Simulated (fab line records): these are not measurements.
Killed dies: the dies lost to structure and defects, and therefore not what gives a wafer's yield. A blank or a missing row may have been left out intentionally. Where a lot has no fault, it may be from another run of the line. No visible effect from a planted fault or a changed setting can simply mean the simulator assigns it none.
fab line records    flow nand_harc    part 2 of 2: steps 5 to 6 of 6
[record] lots = 23  wafers = 69  last_day = 34
route steps=1302 shown A_STAIRCASE@653
lots with no fault: from the same line, run without faults
start_h: start of the lot's first displayed wafer, in hours after the record's first day    wait_h: hours from the lot's prior step to this one    " as in the row above    L1.1+2: one row covering several wafers at once    - either no value or no given start    * or withheld: withheld    < > ~ a bound
route shown NAME@n: names a module that has steps shown in the file, with the first one's number in the route    usual: the fault-free wafers' mean and standard deviation    same: alike in all rows    chamber/n: place in a boat    sites: per-site readings    _std_site: the standard deviation of these    _edge_site: mean of outer sites minus mean of inner sites    radius_mm: for every site, how far away it sits from the centre of the wafer    mask NAME#n: copy n    behind: tool/chamber where the wafer was last shaped    hold: cause of the lot's hold/its duration in hours/its outcome    device: transistor that didn't switch, given as n, p or np    end of line: the tests these same wafers got at the end of their route    for a step that has no rows: nothing shown but its recipe    killed: at the first sort, the dies lost to defects and structure; wafer yield is something else    map: shows each die of a wafer: x if killed, . if not, _ if none is there
set.NAME: the setting that was run; set.NAME@STEP: the one run at that earlier step    model.NAME: the simulator's own value behind a step, which no gauge read
steps of the route over a sample of lots; a table a step, a row a wafer
services: a tool's chamber out of use, with start hour (start_h, from the record's first day; less than 0 if before it), hours out, and reason
[[steps]]
[step NHARC_A_STAIRCASE_TRIM_226]
[recipe] time_s = 211.2  o2_flow_sccm = 500  ar_flow_sccm = 0  bias_w = 0  chemistry = O2
[usual] drypump_motor_current_A = 5.7/0.4  oes_product_au = 1.001/0.013  rf_vpp_V = 57.9/0.96  showerhead_plenum_p_Torr = 3.56/0.18  throttle_valve_pct = 17.036/0.009
lot.wafer  tool         chamber  start_h  wait_h  drypump_motor_current_A  oes_product_au  rf_hours_counter_h  rf_vpp_V  showerhead_plenum_p_Torr  throttle_valve_pct
L075.3     rie_diel-03  2        -        -       6.1                      0.994           25                  56.5      3.29                      17.028
L075.6     "            3        "        "       6.3                      1.001           -                   57.8      3.64                      17.022
L075.5     "            0        "        "       5.6                      0.997           -                   58.2      3.76                      17.050
L074.4     rie_diel-03  3        -        -       6.3                      1.002           26                  57.6      3.64                      17.034
L074.1     "            2        "        "       6.1                      0.998           25                  58.2      3.29                      17.028
L074.6     "            0        "        "       5.6                      0.999           -                   58.8      3.76                      17.029
L077.2     rie_diel-04  2        -        -       5.4                      1.002           11                  57.6      3.51                      17.046
L077.3     "            1        "        "       6.1                      0.983           9                   57.6      3.77                      17.029
L077.5     "            1        "        "       6.0                      0.978           -                   58.1      3.77                      17.049
L078.4     rie_diel-03  1        -        -       5.3                      0.991           38                  57.8      3.43                      17.025
L078.5     "            1        "        "       5.3                      0.995           -                   57.6      3.43                      17.044
L078.6     "            2        "        "       6.1                      1.022           -                   55.3      3.28                      17.035
L079.4     rie_diel-04  1        -        -       6.0                      0.975           18                  57.8      3.76                      17.029
L079.1     "            2        "        "       5.4                      0.994           19                  57.5      3.50                      17.046
L079.2     "            3        "        "       5.2                      0.992           20                  58.0      3.31                      17.045
L080.3     rie_diel-03  3        -        -       6.3                      0.991           44                  59.0      3.63                      17.033
L080.1     "            2        "        "       6.1                      1.006           41                  56.9      3.28                      17.038
L080.5     "            3        "        "       6.3                      0.983           -                   59.6      3.63                      17.037
L081.2     rie_diel-03  3        -        -       6.3                      0.991           47                  59.3      3.62                      17.030
L081.1     "            0        "        "       5.6                      1.013           49                  57.7      3.75                      17.032
L081.3     "            1        "        "       5.3                      1.005           46                  57.0      3.43                      17.050
L082.3     rie_diel-03  2        -        -       6.1                      1.012           50                  57.2      3.27                      17.025
L082.1     "            1        "        "       5.2                      1.008           52                  57.7      3.42                      17.028
L082.5     "            3        "        "       6.3                      0.989           -                   57.0      3.62                      17.038
L086.2     rie_diel-04  0        -        -       5.5                      0.994           25                  58.9      3.79                      17.038
L086.6     "            0        "        "       5.6                      0.987           -                   59.8      3.79                      17.032
L086.5     "            1        "        "       6.0                      0.986           -                   57.4      3.75                      17.025
L083.2     rie_diel-11  0        -        -       5.6                      1.003           7                   57.4      3.30                      17.036
L083.6     "            3        "        "       5.2                      1.010           -                   57.3      3.60                      17.029
L083.5     "            0        "        "       5.5                      0.994           -                   57.6      3.30                      17.045
L084.4     rie_diel-11  0        -        -       5.5                      0.990           8                   56.3      3.30                      17.038
L084.3     "            1        "        "       6.2                      1.010           8                   58.7      3.42                      17.043
L084.5     "            3        "        "       5.2                      1.016           -                   60.4      3.59                      17.019
L085.3     rie_diel-03  3        -        -       6.3                      0.989           3                   58.3      3.62                      17.043
L085.4     "            1        "        "       5.3                      1.000           6                   58.2      3.42                      17.027
L085.5     "            3        "        "       6.3                      0.988           -                   57.0      3.62                      17.043
L087.2     rie_diel-04  0        -        -       5.5                      0.988           36                  59.3      3.79                      17.040
L087.4     "            1        "        "       6.1                      0.970           40                  58.8      3.75                      17.041
L087.1     "            3        "        "       5.2                      1.027           46                  57.8      3.30                      17.040
L088.4     rie_diel-03  1        -        -       5.2                      0.986           15                  56.7      3.41                      17.041
L088.3     "            2        "        "       6.1                      1.029           15                  57.9      3.80                      17.048
L088.6     "            3        "        "       6.3                      0.991           -                   57.5      3.61                      17.026
L089.3     rie_diel-03  3        -        -       6.3                      1.002           11                  57.0      3.61                      17.035
L089.2     "            2        "        "       6.1                      1.038           15                  58.2      3.80                      17.022
L089.6     "            0        "        "       5.7                      1.011           -                   57.9      3.74                      17.039
L090.2     rie_diel-04  2        -        -       5.4                      1.014           50                  57.5      3.49                      17.042
L090.3     "            3        "        "       5.2                      1.026           56                  57.3      3.29                      17.035
L090.1     "            0        "        "       5.5                      0.997           45                  59.1      3.78                      17.030
L091.3     rie_diel-11  2        -        -       5.7                      0.994           32                  56.9      3.37                      17.042
L091.2     "            0        "        "       5.5                      1.002           28                  57.8      3.29                      17.033
L091.1     "            1        "        "       6.2                      1.024           31                  58.2      3.41                      17.023
L092.2     rie_diel-03  3        -        -       6.3                      0.991           21                  57.5      3.61                      17.038
L092.1     "            0        "        "       5.6                      1.010           19                  56.6      3.73                      17.027
L092.5     "            2        "        "       6.1                      1.012           -                   59.8      3.79                      17.028
L093.1     rie_diel-11  1        -        -       6.2                      1.022           37                  57.3      3.40                      17.049
L093.2     "            3        "        "       5.2                      0.993           39                  58.3      3.58                      17.029
L093.5     "            1        "        "       6.2                      1.023           -                   58.8      3.40                      17.039
L095.1     rie_diel-03  1        -        -       5.3                      0.983           34                  57.3      3.40                      17.022
L095.3     "            3        "        "       6.3                      0.993           29                  57.7      3.60                      17.043
L095.2     "            0        "        "       5.6                      1.004           28                  58.8      3.73                      17.042
L094.3     rie_diel-11  3        -        -       5.2                      1.000           43                  57.6      3.57                      17.038
L094.1     "            0        "        "       5.5                      0.994           39                  58.2      3.29                      17.027
L094.5     "            0        "        "       5.5                      0.984           -                   57.3      3.29                      17.036
L096.4     rie_diel-03  3        -        -       6.3                      0.997           34                  58.0      3.60                      17.023
L096.1     "            0        "        "       5.7                      1.013           33                  57.5      3.72                      17.041
L096.3     "            2        "        "       6.1                      1.022           39                  60.3      3.79                      17.045
L097.2     rie_diel-04  1        -        -       6.0                      0.978           14                  56.9      3.73                      17.051
L097.6     "            2        "        "       5.5                      1.009           -                   57.4      3.48                      17.034
L097.5     "            3        "        "       5.2                      0.998           -                   59.3      3.80                      17.044
[step NHARC_A_STAIRCASE_DESCUM_312]
[recipe] time_s = 3  o2_flow_sccm = 200  ar_flow_sccm = 0  bias_power_w = 0  chemistry = O2
[usual] drypump_motor_current_A = 5.6/0.37  oes_product_au = 1.000/0.013  rf_vpp_V = 57.9/0.85  showerhead_plenum_p_Torr = 1.94/0.1  throttle_valve_pct = 11.310/0.0079
lot.wafer  tool         chamber  start_h  wait_h  drypump_motor_current_A  oes_product_au  rf_hours_counter_h  rf_vpp_V  showerhead_plenum_p_Torr  throttle_valve_pct
L075.3     rie_diel-11  2        387.91   -       5.7                      1.000           42                  58.4      1.84                      11.313
L075.5     "            0        "        "       5.5                      1.008           -                   57.4      1.79                      11.314
L075.6     "            1        "        "       6.2                      1.023           -                   56.8      1.86                      11.305
L074.1     rie_diel-11  3        393.58   -       5.2                      0.987           41                  58.4      1.96                      11.312
L074.4     "            0        "        "       5.5                      1.013           35                  58.3      1.79                      11.302
L074.6     "            1        "        "       6.2                      1.028           -                   58.4      1.86                      11.314
L077.3     rie_diel-04  0        424.89   -       5.5                      0.991           9                   59.8      2.07                      11.304
L077.2     "            2        "        "       5.4                      0.985           20                  58.0      1.90                      11.318
L077.5     "            3        "        "       5.2                      1.006           -                   58.1      1.79                      11.309
L078.4     rie_diel-11  2        425.58   -       5.7                      0.990           54                  57.1      1.83                      11.321
L078.5     "            1        "        "       6.2                      1.007           -                   58.2      1.85                      11.304
L078.6     "            2        "        "       5.7                      0.996           -                   57.6      1.83                      11.304
L079.4     rie_diel-04  2        447.10   -       5.4                      0.996           28                  58.3      1.90                      11.289
L079.1     "            3        "        "       5.2                      1.008           32                  57.4      1.78                      11.323
L079.2     "            0        "        "       5.5                      1.001           20                  58.3      2.07                      11.324
L080.3     rie_diel-11  1        447.27   -       6.2                      1.012           1                   57.3      1.85                      11.327
L080.1     "            2        "        "       5.7                      1.003           1                   57.0      1.83                      11.302
L080.5     "            0        "        "       5.5                      0.986           -                   56.8      1.78                      11.306
L081.2     rie_diel-11  1        453.79   -       6.2                      1.006           3                   57.9      1.85                      11.326
L081.3     "            2        "        "       5.7                      0.997           3                   58.3      1.83                      11.302
L081.1     "            3        "        "       5.1                      1.003           3                   59.0      1.95                      11.312
L082.3     rie_diel-11  3        466.26   -       5.2                      1.009           6                   58.5      1.95                      11.305
L082.1     "            1        "        "       6.2                      1.006           7                   57.2      1.85                      11.303
L082.5     "            3        "        "       5.2                      0.994           -                   57.7      1.95                      11.304
L086.2     rie_diel-03  1        484.61   -       5.3                      0.993           8                   57.4      1.85                      11.312
L086.5     "            0        "        "       5.6                      1.008           -                   59.8      2.04                      11.312
L086.6     "            1        "        "       5.2                      0.987           -                   56.7      1.85                      11.313
L084.4     rie_diel-04  1        489.92   -       6.0                      0.978           41                  58.3      2.04                      11.312
L084.3     "            0        "        "       5.5                      0.993           37                  58.8      2.06                      11.310
L084.5     "            2        "        "       5.4                      0.989           -                   56.4      1.89                      11.304
L083.2     rie_diel-03  0        493.69   -       5.7                      1.009           8                   58.6      2.04                      11.323
L083.6     "            0        "        "       5.7                      1.017           -                   58.6      2.04                      11.309
L083.5     "            1        "        "       5.2                      0.995           -                   58.4      1.85                      11.319
L085.3     rie_diel-03  3        506.34   -       6.3                      1.003           11                  59.0      1.96                      11.304
L085.4     "            2        "        "       6.1                      1.022           15                  58.1      2.07                      11.316
L085.5     "            0        "        "       5.6                      1.008           -                   58.7      2.03                      11.296
L087.1     rie_diel-04  0        517.91   -       5.5                      1.005           45                  59.3      2.06                      11.322
L087.4     "            2        "        "       5.4                      1.005           51                  57.5      1.89                      11.315
L087.2     "            3        "        "       5.2                      1.024           56                  56.6      1.78                      11.303
L088.3     rie_diel-04  3        532.88   -       5.2                      1.017           63                  57.8      1.77                      11.320
L088.4     "            0        "        "       5.5                      0.999           53                  59.4      2.06                      11.311
L088.6     "            0        "        "       5.5                      0.993           -                   58.2      2.06                      11.311
L089.2     rie_diel-03  1        534.68   -       5.2                      0.993           24                  57.8      1.84                      11.301
L089.3     "            3        "        "       6.3                      0.988           20                  58.6      1.96                      11.317
L089.6     "            1        "        "       5.2                      0.993           -                   58.5      1.84                      11.308
L090.1     rie_diel-03  3        544.75   -       6.3                      1.000           22                  57.8      1.96                      11.304
L090.2     "            1        "        "       5.2                      0.995           27                  58.7      1.84                      11.319
L090.3     "            2        "        "       6.1                      1.008           27                  59.2      2.07                      11.316
L091.3     rie_diel-04  0        558.51   -       5.5                      0.998           2                   58.8      2.06                      11.304
L091.2     "            1        "        "       6.0                      0.962           2                   58.4      2.04                      11.309
L091.1     "            2        "        "       5.4                      1.012           3                   56.4      1.89                      11.322
L092.2     rie_diel-04  0        560.38   -       5.5                      0.992           3                   57.9      2.06                      11.318
L092.1     "            1        "        "       6.0                      0.977           3                   57.5      2.04                      11.307
L092.5     "            2        "        "       5.4                      1.010           -                   57.8      1.89                      11.308
L093.2     rie_diel-03  0        572.43   -       5.6                      1.008           28                  57.6      2.03                      11.308
L093.1     "            1        "        "       5.2                      1.002           34                  57.7      1.84                      11.308
L093.5     "            1        "        "       5.2                      0.994           -                   57.4      1.84                      11.319
L095.3     rie_diel-04  0        589.35   -       5.5                      0.992           15                  57.7      2.05                      11.305
L095.2     "            1        "        "       6.0                      0.986           13                  58.5      2.03                      11.311
L095.1     "            2        "        "       5.4                      1.022           13                  58.2      1.88                      11.308
L094.1     rie_diel-04  3        591.70   -       5.2                      1.002           17                  57.8      2.07                      11.307
L094.3     "            0        "        "       5.5                      0.991           16                  57.9      2.05                      11.315
L094.5     "            0        "        "       5.5                      1.003           -                   58.3      2.05                      11.330
L096.4     rie_diel-03  1        599.77   -       5.3                      1.000           42                  57.8      1.84                      11.303
L096.3     "            2        "        "       6.1                      1.009           44                  57.7      2.06                      11.305
L096.1     "            0        "        "       5.6                      1.011           37                  58.6      2.03                      11.304
L097.2     rie_diel-03  3        611.86   -       6.3                      1.003           42                  59.0      1.95                      11.304
L097.6     "            3        "        "       6.3                      1.000           -                   57.4      1.95                      11.308
L097.5     "            0        "        "       5.6                      1.011           -                   58.2      2.02                      11.303
[[services]]
tool             chamber  start_h  hours  kind
rie_diel-11      0        331.39   6.8    repair
rie_diel-03      -        332.17   0.9    repair
rie_diel-04      0        338.57   -      clean
rie_diel-04      1        338.57   -      clean
rie_diel-04      2        338.57   -      clean
rie_diel-04      3        338.57   -      clean
plasma_asher-01  -        342.00   9.0    pm
rie_diel-04      2        351.08   3.3    repair
rie_diel-04      -        358.76   9.0    pm
rie_diel-04      0        358.76   9.0    vent_cycle
plasma_asher-02  -        366.67   0.7    repair
rie_diel-03      -        368.51   0.6    repair
rie_diel-04      0        393.17   26.6   repair
plasma_asher-01  -        432.26   1.8    repair
rie_diel-11      -        434.79   9.0    pm
plasma_asher-02  -        447.84   9.0    pm
rie_diel-03      -        458.59   9.0    pm
plasma_asher-02  -        513.49   2.5    repair
rie_diel-03      2        517.55   7.5    repair
plasma_asher-01  -        519.00   9.0    pm
rie_diel-04      -        535.82   9.0    pm
rie_diel-03      3        546.16   10.6   repair
rie_diel-04      3        595.62   12.3   repair
rie_diel-11      -        611.84   9.0    pm
